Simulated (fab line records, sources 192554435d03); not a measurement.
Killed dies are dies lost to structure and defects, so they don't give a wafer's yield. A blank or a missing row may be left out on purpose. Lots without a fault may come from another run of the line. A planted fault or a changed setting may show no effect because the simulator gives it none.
fab line records | flow n5_finfet
record lots=10 wafers=29 last_day=19
route steps=1938 shown SD_EPI_P@303 BEOL_M4@1111 PASSIVATION@1936
lots that met no fault: from a run of the same line without faults
start_h: hours from the record's first day to the start of the lot's first wafer shown | wait_h: hours since the lot's step before | " the same as in the row above | L1.1+2: a row that stands for several wafers | - no value, or no start given | * or withheld: withheld | < > ~ a bound
route shown NAME@n: a module of which the file shows steps, and the number in the route of the first | usual: mean/standard deviation of fault-free wafers | same: alike in all rows | chamber/n: place in a boat | sites: the reading at each site | _std_site: their standard deviation | _edge_site: outer sites' mean less inner sites' | radius_mm: how far each site lies from the wafer's centre | mask NAME#n: copy n | behind: the tool/chamber that last shaped the wafer | hold: why the lot was held/for how many hours/how that ended | device: the transistor (n, p or np) that didn't switch | end of line: the same wafers' tests at the end of the route | a step without rows: its recipe alone | killed: dies lost to structure and defects at the first sort, not the wafer's yield | map: a wafer's dies, x killed, . not, _ none there
set.NAME: the setting as run; set.NAME@STEP: as run at that earlier step | model.NAME: the simulator's own value behind a step, which no gauge read
steps of the route over a sample of lots; a table a step, a row a wafer
services: from which hour (start_h, from the record's first day; less than 0 if before it) a tool's chamber was out of use, for how many hours, and why
## steps
# step N5_SD_EPI_P_CD_MEAS_09
# recipe target_cd_nm=240 landing_energy_ev=500 detector=se_inlens
# usual cd_nm=240.2/0.71
# columns lot.wafer tool chamber start_h wait_h cd_nm
L654.4 cd_sem-03 0 65.22 - 239.2
L654.5 " 0 " " 240.0
L654.6 " 0 " " 239.1
L657.1 cd_sem-01 0 77.56 - 240.0
L657.3 " 0 " " 240.2
L657.4 " 0 " " 240.2
L659.2 cd_sem-03 0 92.94 - 241.4
L659.3 " 0 " " 240.1
L659.6 " 0 " " 241.0
L662.2 cd_sem-01 0 107.58 - 240.5
L662.3 " 0 " " 240.5
L662.6 " 0 " " 239.4
L668.3 cd_sem-03 0 144.20 - 240.3
L668.5 " 0 " " 239.2
L669.2 cd_sem-03 0 150.30 - 239.8
L669.3 " 0 " " 239.4
L669.4 " 0 " " 240.0
L671.2 cd_sem-01 0 160.51 - 239.5
L671.5 " 0 " " 240.9
L671.6 " 0 " " 239.7
L672.1 cd_sem-03 0 167.56 - 238.6
L672.3 " 0 " " 239.7
L672.6 " 0 " " 239.2
L675.4 cd_sem-01 0 192.30 - 240.5
L675.5 " 0 " " 240.2
L675.6 " 0 " " 240.0
L676.1 cd_sem-01 0 196.03 - 240.2
L676.3 " 0 " " 239.5
L676.6 " 0 " " 239.9
# step N5_SD_EPI_P_INSPECT_11
# recipe mode=adi inspect_instrument=macro
# usual raw_defect_count=2.1/1.4
# columns lot.wafer tool chamber start_h wait_h raw_defect_count
L654.4 defect_inspect-02 - 65.27 0.0 2
L654.5 " - " " 2
L654.6 " - " " 2
L657.1 defect_inspect-01 - 77.62 0.0 1
L657.3 " - " " 1
L657.4 " - " " 2
L659.2 defect_inspect-01 - 92.99 0.0 1
L659.3 " - " " 1
L659.6 " - " " 3
L662.2 defect_inspect-01 - 107.63 0.0 2
L662.3 " - " " 0
L662.6 " - " " 4
L668.3 defect_inspect-01 - 144.25 0.0 4
L668.5 " - " " 4
L669.2 defect_inspect-01 - 150.36 0.0 2
L669.3 " - " " 2
L669.4 " - " " 2
L671.2 defect_inspect-01 - 160.56 0.0 3
L671.5 " - " " 3
L671.6 " - " " 1
L672.1 defect_inspect-01 - 167.62 0.0 3
L672.3 " - " " 0
L672.6 " - " " 4
L675.4 defect_inspect-02 - 192.35 0.0 3
L675.5 " - " " 0
L675.6 " - " " 0
L676.1 defect_inspect-01 - 196.09 0.0 0
L676.3 " - " " 0
L676.6 " - " " 1
# step N5_SD_EPI_P_ETCHBACK_46
# recipe chemistry=CH3F/O2 mode=anisotropic_etchback target=SiNx target_depth_a=175 stop_on=SiO2 over_etch_frac=0.3 ion_energy_ev=120 pressure_mtorr=30 source_w=395 bias_w=73 Ar_flow_sccm=150 CH3F_flow_sccm=30 O2_flow_sccm=20
# usual drypump_motor_current_A=5.5/0.38 oes_product_au=0.66/0.064 over_etch_frac=0.3/0 rf_vpp_V=296.7/2.7 showerhead_plenum_p_Torr=2.00/0.049 throttle_valve_pct=16.38/0.23
# columns lot.wafer tool chamber start_h wait_h drypump_motor_current_A oes_product_au over_etch_frac rf_hours_counter_h rf_vpp_V showerhead_plenum_p_Torr throttle_valve_pct
L654.4 rie_diel-06 2 65.72 0.0 5.8 0.70 0.3 63 296.0 2.03 16.33
L654.5 " 0 " " 5.4 0.64 0.3 - 294.0 2.00 16.53
L654.6 " 1 " " 5.7 0.59 0.3 - 294.9 1.90 16.52
L657.1 rie_diel-03 1 78.58 0.0 5.1 0.73 0.3 53 298.9 2.04 16.10
L657.3 " 3 " " 5.4 0.67 0.3 116 294.6 2.01 16.54
L657.4 " 0 " " 6.2 0.59 0.3 240 293.9 1.97 16.41
L659.2 rie_diel-05 2 93.44 0.0 5.8 0.72 0.3 76 296.0 2.02 16.59
L659.3 " 1 " " 4.9 0.77 0.3 35 300.2 1.96 16.05
L659.6 " 2 " " 5.8 0.72 0.3 - 297.2 2.02 16.58
L662.2 rie_diel-03 1 108.08 0.0 5.2 0.72 0.3 62 300.3 2.03 16.09
L662.3 " 3 " " 5.4 0.66 0.3 126 293.9 2.01 16.58
L662.6 " 2 " " 5.8 0.62 0.3 - 298.1 2.08 16.13
L668.3 rie_diel-03 3 144.96 0.0 5.4 0.65 0.3 139 294.2 2.00 16.60
L668.5 " 2 " " 5.8 0.62 0.29285 - 298.9 2.08 16.15
L669.2 rie_diel-03 1 150.81 0.0 5.1 0.71 0.29285 77 299.0 2.03 16.15
L669.3 " 0 " " 6.3 0.81 0.3 4 295.5 1.97 16.00
L669.4 " 3 " " 5.4 0.65 0.3 141 294.2 2.00 16.63
L671.2 rie_diel-06 3 161.52 0.0 5.2 0.59 0.3 242 295.8 1.97 16.70
L671.5 " 1 " " 5.7 0.58 0.3 - 295.2 1.89 16.58
L671.6 " 2 " " 5.9 0.67 0.3 - 297.8 2.02 16.40
L672.1 rie_diel-06 2 168.07 0.0 5.8 0.67 0.3 100 298.5 2.02 16.41
L672.3 " 0 " " 5.4 0.63 0.3 199 295.5 1.99 16.61
L672.6 " 2 " " 5.8 0.66 0.3 - 296.1 2.02 16.43
L675.4 rie_diel-06 2 192.85 0.1 5.8 0.66 0.3 - 298.4 2.02 16.44
L675.5 " 1 " " 5.7 0.81 0.3 - 298.1 2.14 16.12
L675.6 " 0 " " 5.4 0.62 0.3 - 292.9 1.99 16.61
L676.1 rie_diel-05 3 196.56 0.0 5.4 0.65 0.3 131 304.6 2.01 16.17
L676.3 " 0 " " 4.9 0.60 0.3 224 293.6 1.98 16.66
L676.6 " 1 " " 4.9 0.74 0.3 - 300.4 1.95 16.12
# step N5_SD_EPI_P_ETCH_47
# recipe chemistry=CH3F/O2 target=SiOCN target_depth_a=250 mask_material=SOC ion_energy_ev=60 bias_w=29 pressure_mtorr=30 source_w=410 Ar_flow_sccm=150 CH3F_flow_sccm=30 O2_flow_sccm=20
# usual drypump_motor_current_A=5.5/0.38 oes_product_au=0.77/0.078 rf_vpp_V=127.1/1.4 showerhead_plenum_p_Torr=2.00/0.049 throttle_valve_pct=16.35/0.23
# columns lot.wafer tool chamber start_h wait_h drypump_motor_current_A oes_product_au rf_hours_counter_h rf_vpp_V showerhead_plenum_p_Torr throttle_valve_pct
L654.4 rie_diel-06 2 65.82 0.1 5.8 0.83 63 127.8 2.03 16.32
L654.5 " 0 " " 5.4 0.74 - 123.8 2.00 16.52
L654.6 " 1 " " 5.7 0.69 - 126.2 1.90 16.49
L657.1 rie_diel-03 1 78.68 0.1 5.1 0.85 53 127.8 2.04 16.07
L657.3 " 3 " " 5.4 0.78 116 126.5 2.01 16.54
L657.4 " 0 " " 6.2 0.69 240 126.3 1.97 16.41
L659.2 rie_diel-05 2 93.54 0.1 5.8 0.84 76 126.5 2.02 16.57
L659.3 " 1 " " 4.9 0.91 35 127.5 1.96 16.02
L659.6 " 2 " " 5.8 0.84 - 126.1 2.02 16.54
L662.2 rie_diel-03 1 108.18 0.1 5.1 0.85 62 127.8 2.03 16.09
L662.3 " 3 " " 5.4 0.77 126 127.1 2.01 16.55
L662.6 " 2 " " 5.8 0.72 - 128.3 2.08 16.12
L668.3 rie_diel-03 3 145.06 0.1 5.4 0.76 139 125.1 2.00 16.59
L668.5 " 2 " " 5.7 0.71 - 127.1 2.08 16.15
L669.2 rie_diel-03 1 150.91 0.1 5.1 0.83 77 128.8 2.03 16.12
L669.3 " 0 " " 6.3 0.95 4 126.6 1.97 15.98
L669.4 " 3 " " 5.4 0.75 141 126.1 2.00 16.58
L671.2 rie_diel-06 3 161.62 0.1 5.2 0.69 242 127.7 1.97 16.67
L671.5 " 1 " " 5.7 0.67 - 126.8 1.89 16.53
L671.6 " 2 " " 5.8 0.79 - 127.7 2.02 16.40
L672.1 rie_diel-06 2 168.17 0.1 5.8 0.79 100 126.8 2.02 16.40
L672.3 " 0 " " 5.4 0.72 199 125.9 1.99 16.58
L672.6 " 2 " " 5.8 0.79 - 129.0 2.02 16.39
L675.4 rie_diel-06 2 192.95 0.1 5.8 0.78 - 128.2 2.02 16.42
L675.5 " 1 " " 5.7 0.96 - 127.7 2.14 16.09
L675.6 " 0 " " 5.4 0.71 - 126.3 1.99 16.60
L676.1 rie_diel-05 3 196.66 0.1 5.4 0.76 131 130.0 2.01 16.12
L676.3 " 0 " " 4.9 0.69 224 124.0 1.98 16.66
L676.6 " 1 " " 4.9 0.85 - 127.5 1.95 16.09
# step N5_BEOL_M4_RC_MEAS_101
# usual DIBL_N=36.2/1.2 DIBL_P=36.3/1.3 IOFF_N=0.155/0.019 IOFF_P=0.210/0.029 ION_N=677/8.6 ION_P=465/6.8 SS_N=71.4/0.48 SS_P=73.2/0.53 VT_N=249.9/2.4 VT_P=-250/3.2
# columns lot.wafer tool chamber start_h wait_h DIBL_N[mV/V] DIBL_P[mV/V] IOFF_N[nA/um] IOFF_P[nA/um] ION_N[uA/um] ION_P[uA/um] SS_N[mV/dec] SS_P[mV/dec] VT_N[mV] VT_P[mV]
L654.4 prober-01 0 176.70 0.5 35.3 36.5 0.138 0.190 682 470 70.8 73.2 250.0 -251
L654.5 " 0 " " 36.7 38.1 0.162 0.215 675 464 72.0 73.5 250.2 -249
L654.6 " 0 " " 34.3 35.1 0.116 0.163 674 460 70.3 72.9 257.5 -254
L657.1 prober-02 0 199.88 0.0 35.7 36.0 0.144 0.215 671 463 71.6 73.4 251.6 -249
L657.3 " 0 " " 37.4 38.4 0.182 0.245 678 469 70.9 74.0 246.6 -247
L657.4 " 0 " " 37.0 37.4 0.166 0.222 666 464 71.0 73.7 249.5 -248
L659.2 prober-02 0 216.28 0.2 35.7 36.7 0.176 0.239 682 470 71.8 72.9 251.2 -250
L659.3 " 0 " " 34.8 35.9 0.147 0.219 680 474 70.9 74.0 250.3 -252
L659.6 " 0 " " 33.7 34.1 0.128 0.190 681 467 70.7 73.0 250.1 -250
L662.2 prober-01 0 224.86 0.2 37.3 38.1 0.192 0.255 688 467 71.8 74.0 248.3 -245
L662.3 " 0 " " 35.2 36.1 0.156 0.230 674 461 71.5 73.6 248.8 -245
L662.6 " 0 " " 35.7 36.5 0.164 0.228 676 467 71.1 72.9 248.3 -249
L668.3 prober-01 0 265.65 0.3 37.0 37.8 0.187 0.269 680 469 71.5 74.1 245.6 -244
L668.5 " 0 " " 36.7 37.1 0.172 0.257 686 478 71.8 73.1 245.8 -246
L669.2 prober-01 0 280.87 0.2 34.9 35.2 0.129 0.162 666 449 71.6 72.5 256.9 -258
L669.3 " 0 " " 35.5 36.2 0.147 0.182 669 455 71.6 73.1 251.4 -253
L669.4 " 0 " " 35.7 36.4 0.152 0.187 672 453 72.4 73.1 251.7 -254
L671.2 prober-02 0 282.73 0.2 36.5 37.6 0.155 0.216 672 464 70.9 73.4 250.2 -248
L671.5 " 0 " " 35.7 36.6 0.142 0.194 676 464 71.5 73.3 251.9 -251
L671.6 " 0 " " 36.0 37.3 0.145 0.219 676 463 71.8 73.5 251.1 -248
L672.1 prober-02 0 284.92 0.0 35.8 36.8 0.170 0.225 678 472 71.5 73.3 245.8 -248
L672.3 " 0 " " 35.6 36.4 0.158 0.217 681 469 71.2 73.2 249.6 -248
L672.6 " 0 " " 34.0 34.9 0.139 0.197 679 467 70.5 73.4 247.4 -249
L676.1 prober-02 0 322.78 0.0 35.4 33.4 0.128 0.159 657 451 70.9 72.4 252.2 -254
L676.3 " 0 " " 36.9 35.5 0.159 0.188 673 459 71.7 72.8 250.4 -251
L676.6 " 0 " " 37.4 36.0 0.164 0.199 674 458 71.9 73.6 249.7 -252
L675.4 prober-02 0 329.51 0.5 36.7 36.1 0.170 0.206 676 466 71.5 73.0 247.0 -251
L675.5 " 0 " " 36.6 35.9 0.166 0.199 676 461 70.6 73.5 250.3 -252
L675.6 " 0 " " 37.7 38.0 0.184 0.240 690 471 72.1 73.9 245.6 -249
# step N5_PASSIVATION_PROBE_49
# usual defect_limited_yield=91.2/1.4 killed_at_M0_to_M3=34/10 killed_at_M4_up=13/5.1 killed_at_contacts=12/6.5 killed_at_front_end=41/11 killed_at_other=4/3.3 killed_dies=104/16 killed_open=69/13 killed_short=33/7 sort_bin_5_function=5.1/0.91 sort_bin_6_memory=3.3/0.69 sort_n_pass=1076/16 sort_yield_pct=91.2/1.4
# same gross_dies=1180 killed_at_back_side=0 sort_bin_4_leakage[%]=0 sort_bin_8_speed[%]=0
# columns lot.wafer tool chamber start_h wait_h defect_limited_yield[%] killed_at_M0_to_M3 killed_at_M4_up killed_at_contacts killed_at_front_end killed_at_other killed_dies killed_open killed_short sort_bin_5_function[%] sort_bin_6_memory[%] sort_n_pass sort_yield_pct[%]
L659.2 prober-01 - 319.90 0.1 89.6 45 19 19 35 5 123 94 28 6.5 3.6 1057 89.6
L659.3 prober-01 - 319.95 0.1 90.2 50 18 15 27 6 116 83 33 4.7 4.5 1064 90.2
L659.6 prober-01 - 320.10 0.3 90.8 35 20 8 45 1 109 79 26 5.2 3.9 1071 90.8
# killed by level:class
L659.2 BEOL_M2:geometric_particle:open=19 MOL_CONTACT_COAG:geometric_particle:open=17 FIN_SAQP:geometric_particle:open=12 FIN_SAQP:geometric_particle:short=7 BEOL_M0_SAQP:geometric_particle:open=7 BEOL_M1:geometric_particle:open=7 BEOL_M4:geometric_particle:open=7 BEOL_M0_SAQP:geometric_particle:short=6
L659.3 MOL_CONTACT_COAG:geometric_particle:open=13 BEOL_M1:geometric_particle:open=12 BEOL_M3:geometric_particle:open=10 FIN_SAQP:geometric_particle:short=9 BEOL_M2:geometric_particle:open=9 BEOL_M0_SAQP:geometric_particle:short=8 BEOL_M4:geometric_particle:open=8 BEOL_M0_SAQP:geometric_particle:open=7
L659.6 FIN_SAQP:geometric_particle:open=21 BEOL_M3:geometric_particle:open=13 FIN_SAQP:geometric_particle:short=7 MOL_CONTACT_COAG:geometric_particle:open=7 BEOL_M2:geometric_particle:open=7 BEOL_M1:geometric_particle:open=6 BEOL_M0_SAQP:geometric_particle:open=4 STARTING-WAFER:geometric_particle:short=4
## services
# columns tool chamber start_h hours kind
rie_diel-06 1 45.23 9.4 repair
rie_diel-05 - 53.95 0.3 repair
rie_diel-03 0 109.73 - clean
rie_diel-03 0 109.73 - consumable_replace:focus_ring
rie_diel-03 0 109.73 26.8 scheduled_down
rie_diel-03 0 109.73 26.8 vent_cycle
rie_diel-06 1 144.27 14.9 repair
rie_diel-03 3 152.15 13.5 repair
rie_diel-03 - 157.17 10.0 pm
rie_diel-06 1 161.77 - clean
rie_diel-06 1 161.77 - consumable_replace:focus_ring
rie_diel-06 1 161.77 - consumable_replace:showerhead
rie_diel-05 3 175.74 3.6 repair
rie_diel-06 3 180.34 - clean
rie_diel-06 3 180.34 - consumable_replace:focus_ring
rie_diel-06 3 180.34 15.5 scheduled_down
rie_diel-06 3 180.34 15.5 vent_cycle
## key
first_sign step=N5_SD_EPI_P_ETCHBACK_46 reading=over_etch_frac direction=down sigmas=99+ usual=0.3 struck=0.29285
effect none on later readings
met_at N5_SD_EPI_P_ETCHBACK_46
struck_lots L668,L669
struck_wafers L668.5,L669.2
not_acting_at N5_SD_EPI_P_CD_MEAS_09,N5_SD_EPI_P_INSPECT_11,N5_SD_EPI_P_ETCH_47
onset_between 108.08 144.96
fault kind=process_parameter_drift tool=rie_diel-03 chamber=- onset_h=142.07 steps=N5_SD_EPI_P_ETCHBACK_46 channel=over_etch_frac offset=-0.0071545 shape=step end_h=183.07 scope=struck_wafers_only acts_in=these_recipes_only stated=0.3
